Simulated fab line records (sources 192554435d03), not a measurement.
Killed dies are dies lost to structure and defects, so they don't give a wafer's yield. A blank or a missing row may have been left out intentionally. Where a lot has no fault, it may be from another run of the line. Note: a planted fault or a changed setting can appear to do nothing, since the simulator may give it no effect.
Which tool was responsible?    flow n5-finfet    Sampling: 11 lots, 33 wafers, 5 of 1938 route steps

== WHAT EACH GAUGE READ, for each wafer ==
N5_BEOL_M4_INSPECT_59: inspects for defects (darkfield). Usual: 78 for raw-defect-count, sd 25.
lot   measured      on                 raw-defect-count  flag
L703  day 8 20:27   defect-inspect-01  73 85 114         
L707  day 10 01:46  defect-inspect-01  54 74 93          
L710  day 10 11:24  defect-inspect-02  72 86 71          
L714  day 11 09:47  defect-inspect-02  69 52 62          
L717  day 12 05:25  defect-inspect-01  87 98 100         
L720  day 12 11:06  defect-inspect-02  68 83 83          
L718  day 12 15:41  defect-inspect-01  65 38 37          
L721  day 13 20:54  defect-inspect-02  111 129 112       
L723  day 13 23:35  defect-inspect-01  67 56 91          
L722  day 14 02:38  defect-inspect-01  61 113 190        
L724  day 14 04:58  defect-inspect-02  68 80 77          

N5_BEOL_M4_RC_MEAS_101. Usual: DIBL_N 36.0 mV/V, standard deviation 2; DIBL_P 36.2 mV/V, standard deviation 2.2; IOFF_N 0.16 nA/um, standard deviation 0.034; IOFF_P 0.21 nA/um, standard deviation 0.04; ION_N 675 uA/um, standard deviation 12; ION_P 463 uA/um, standard deviation 7.2; SS_N 71.6 mV/dec, standard deviation 0.6; SS_P 73.3 mV/dec, standard deviation 0.67; VT_N 250 mV, standard deviation 3; VT_P -251 mV, standard deviation 3.4.
lot   measured      on         DIBL_N (mV/V)   DIBL_P (mV/V)   IOFF_N (nA/um)  IOFF_P (nA/um)  ION_N (uA/um)  ION_P (uA/um)  SS_N (mV/dec)   SS_P (mV/dec)   VT_N (mV)    VT_P (mV)       flag
L703  day 8 20:47   prober-02  33.9 35.8 33.0  35.7 37.6 34.6  0.13 0.15 0.11  0.18 0.19 0.16  667 680 648    460 460 445    71.1 71.4 71.1  73.1 73.6 72.9  251 248 255  -252 -253 -255  
L707  day 10 01:47  prober-02  35.0 35.8 33.0  36.6 36.6 33.8  0.15 0.16 0.13  0.19 0.18 0.15  669 675 671    457 455 454    71.6 72.2 70.9  72.8 73.2 72.9  250 249 252  -255 -254 -257  
L710  day 10 11:44  prober-01  34.5 34.3 34.4  35.0 34.6 34.0  0.14 0.13 0.13  0.21 0.20 0.18  673 668 670    467 465 460    70.8 70.4 71.1  72.9 72.5 72.6  249 252 252  -248 -251 -251  
L714  day 11 09:48  prober-01  37.6 35.4 39.6  38.4 36.5 41.7  0.19 0.17 0.26  0.25 0.22 0.33  678 679 688    467 470 481    71.1 71.9 72.7  73.8 73.1 74.7  250 249 242  -248 -248 -241  
L717  day 12 05:36  prober-01  37.9 37.9 36.9  38.1 37.8 36.9  0.19 0.19 0.17  0.26 0.26 0.23  691 697 681    474 472 464    72.3 72.0 71.6  73.6 73.1 73.2  248 245 248  -245 -245 -249  
L720  day 12 11:17  prober-02  35.3 39.6 34.0  36.7 39.8 33.5  0.16 0.24 0.14  0.24 0.31 0.20  681 696 660    470 475 460    71.8 73.1 71.3  73.5 74.0 72.9  248 248 251  -247 -246 -250  
L718  day 12 15:52  prober-02  34.0 35.0 33.0  35.0 35.1 33.5  0.12 0.13 0.11  0.19 0.19 0.17  664 669 653    466 453 459    70.8 71.7 70.2  73.1 73.5 72.1  256 253 256  -253 -253 -252  
L721  day 13 21:14  prober-02  38.0 38.9 38.2  38.2 39.1 38.4  0.18 0.20 0.18  0.23 0.27 0.23  675 683 682    462 470 469    71.4 72.0 72.5  74.1 74.2 74.7  250 248 248  -248 -247 -247  
L723  day 13 23:46  prober-01  39.8 35.9 35.3  39.3 36.6 35.1  0.24 0.17 0.15  0.29 0.23 0.21  696 690 669    470 464 467    72.4 71.0 71.4  74.2 72.5 72.7  243 247 251  -246 -247 -252  
L722  day 14 02:49  prober-02  36.8 38.6 34.2  36.9 37.4 32.8  0.16 0.20 0.13  0.20 0.21 0.16  672 692 664    463 465 452    71.1 71.9 71.2  73.5 73.9 71.9  249 247 252  -253 -251 -254  
L724  day 14 05:08  prober-01  34.0 35.2 35.9  33.6 34.5 34.8  0.12 0.14 0.15  0.18 0.19 0.19  669 666 673    459 456 456    71.1 71.7 71.7  73.0 73.5 72.7  253 252 250  -252 -254 -253  

N5_BEOL_M5_THK_MEAS_01. Usual: for M5_ILD_THK the level is 120.8 nm and the standard deviation is 1.4.
lot   measured      on             M5_ILD_THK (nm)    flag
L703  day 8 22:01   film-metro-01  119.9 124.5 121.1  
L707  day 10 03:20  film-metro-02  118.2 119.7 122.8  
L710  day 10 12:58  film-metro-01  120.5 122.8 121.7  
L714  day 11 11:21  film-metro-02  118.2 120.8 119.2  
L717  day 12 07:00  film-metro-02  120.5 121.2 121.9  
L720  day 12 12:41  film-metro-01  118.9 120.8 121.3  
L718  day 12 17:15  film-metro-02  122.3 122.9 122.8  
L721  day 13 22:28  film-metro-02  119.4 122.4 121.1  
L723  day 14 01:10  film-metro-02  120.0 122.0 122.0  
L722  day 14 04:12  film-metro-02  119.6 119.6 122.0  
L724  day 14 06:31  film-metro-01  119.6 120.9 122.5  

== WHICH TOOL RAN EACH LOT (tool, then ch and the chambers of the sampled wafers, then the start) ==
lot   N5_BEOL_M4_ANNEAL_93          N5_BEOL_M4_CO_CAP_55
L703  pvd-sputter-02, day 8 18:59   cvd-co-01 ch 0,2, day 8 20:13
L707  pvd-sputter-02, day 10 00:14  cvd-co-02 ch 0,1,2, day 10 01:31
L710  pvd-sputter-02, day 10 09:58  cvd-co-02 ch 0,1,2, day 10 11:11
L714  pvd-sputter-01, day 11 08:04  cvd-co-02 ch 0,2, day 11 09:33
L717  pvd-sputter-02, day 12 03:32  cvd-co-01 ch 0,1,2, day 12 05:11
L720  pvd-sputter-03, day 12 09:36  cvd-co-02 ch 0,1,2, day 12 10:52
L718  pvd-sputter-03, day 12 14:16  cvd-co-02 ch 0,1, day 12 15:29
L721  pvd-sputter-02, day 13 19:02  cvd-co-02 ch 0,1, day 13 20:41
L723  pvd-sputter-01, day 13 22:05  cvd-co-02 ch 0,1, day 13 23:23
L722  pvd-sputter-01, day 14 01:05  cvd-co-01 ch 0,1,2, day 14 02:26
L724  pvd-sputter-03, day 14 03:32  cvd-co-01 ch 0,1,2, day 14 04:45
- N5_BEOL_M4_ANNEAL_93: time 240 s.
- N5_BEOL_M4_CO_CAP_55: material Co, precursor CCTBA/H2, target thk 2 nm, time 102.1 s.

== AS READ BY THE TOOLS THEMSELVES (means over the sampled wafers that have a number; for cases with no such wafer, the mark the record gives instead) ==
N5_BEOL_M4_ANNEAL_93. Usual: 822 W for heater-power-w, sd 77.
lot   tool            heater-power-w (W)  flag
L703  pvd-sputter-02  808                 
L707  pvd-sputter-02  769                 
L710  pvd-sputter-02  801                 
L714  pvd-sputter-01  802                 
L717  pvd-sputter-02  754                 
L720  pvd-sputter-03  932                 
L718  pvd-sputter-03  796                 
L721  pvd-sputter-02  779                 
L723  pvd-sputter-01  778                 
L722  pvd-sputter-01  855                 
L724  pvd-sputter-03  805                 

N5_BEOL_M4_CO_CAP_55. Usual: chamber-pressure-Torr 30.00 Torr, standard deviation 0.072; heater-power-outer-w 119 W, standard deviation 9.6; heater-power-w 226 W, standard deviation 11.
lot   tool       chamber-pressure-Torr (Torr)  heater-power-outer-w (W)  heater-power-w (W)  flag
L703  cvd-co-01  29.99                         126                       223                 
L707  cvd-co-02  29.97                         121                       231                 
L710  cvd-co-02  30.01                         122                       232                 
L714  cvd-co-02  29.96                         122                       236                 
L717  cvd-co-01  -                             -                         -                   OFF
L720  cvd-co-02  29.94                         122                       230                 
L718  cvd-co-02  -                             -                         -                   OFF
L721  cvd-co-02  30.01                         123                       223                 
L723  cvd-co-02  29.97                         120                       222                 
L722  cvd-co-01  30.02                         116                       223                 
L724  cvd-co-01  29.98                         116                       224                 

== THE ANSWER, worked out from the rows above alone ==
Rule: lot off if the mean of its wafers having a number is beyond 3 standard deviations from the usual mean. Also off: a lot with no number at a reading for which 4 or more lots have one. The other lots that the step has rows for count as sound. Order of review: gauges by route order, followed by the tools' own readings, for which a lot's mean as printed above is used. At the first step where some lot is off, the reading lying furthest off is the one used; lots without a number count as furthest.
Off, at N5_BEOL_M4_CO_CAP_55 on chamber-pressure-Torr: L717, L718. Without a number there: L717, L718.
A tool fits if, at that step or a process step before it, it ran every lot that is off, and no sound lot after the first of them. None of those tried fits.

== WHAT WAS PUT IN BY THE SIMULATOR ==
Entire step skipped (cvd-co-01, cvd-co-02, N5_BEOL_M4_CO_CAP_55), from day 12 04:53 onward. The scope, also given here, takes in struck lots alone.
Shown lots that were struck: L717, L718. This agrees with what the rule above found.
